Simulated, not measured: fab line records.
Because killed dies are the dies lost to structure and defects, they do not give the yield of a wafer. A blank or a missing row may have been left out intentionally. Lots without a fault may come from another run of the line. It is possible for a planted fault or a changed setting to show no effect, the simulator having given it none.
Matching of chambers :: flow nandHarc :: 4 sister chambers for NHARC_A_BONDPAD_DESCUM_11 on rieDiel-06
The step chemistry O2, time 3 s. 4 wafers are shown with their chamber, then 7 later ones without.

== WAFERS PAIRED WITH THEIR CHAMBERS ==
wafer: L771.2
chamber: 3
drypumpMotorCurrentA (A): 5.62

wafer: L772.5
chamber: 2
drypumpMotorCurrentA (A): 5.44

wafer: L773.2
chamber: 0
drypumpMotorCurrentA (A): 5.37

wafer: L773.5
chamber: 1
drypumpMotorCurrentA (A): 5.80

== WAFERS WITHOUT THEIR CHAMBER ==
wafer: L773.6
drypumpMotorCurrentA (A): 5.38

wafer: L769.1
drypumpMotorCurrentA (A): 5.43

wafer: L769.2
drypumpMotorCurrentA (A): 5.35

wafer: L769.3
drypumpMotorCurrentA (A): 5.59

wafer: L779.1
drypumpMotorCurrentA (A): 5.60

wafer: L779.5
drypumpMotorCurrentA (A): 5.82

wafer: L779.6
drypumpMotorCurrentA (A): 5.38

== WHICH CHAMBER EACH ONE RAN IN ==
wafer: L773.6
from the rows above: 0
in truth: 0

wafer: L769.1
from the rows above: 2
in truth: 2

wafer: L769.2
from the rows above: 0
in truth: 0

wafer: L769.3
from the rows above: 3
in truth: 3

wafer: L779.1
from the rows above: 3
in truth: 3

wafer: L779.5
from the rows above: 1
in truth: 1

wafer: L779.6
from the rows above: 0
in truth: 0
Correct placement for 7 of the 7. Not placeable from these rows: 0. Placed wrongly: 0.
How it was worked out, from the rows above alone: a wafer's distance from a chamber is the root of the sum, over the readings, of the square of ((its reading less the chamber's mean) divided by the reading's scatter). If the next closest chamber is less than 2 further off than the closest, the wafer can't be placed; otherwise it belongs to the closest. Each chamber's mean is taken over the wafers shown for it. The scatter: root of mean squared gap, hidden wafer to nearest shown wafer, with one shown wafer a chamber.
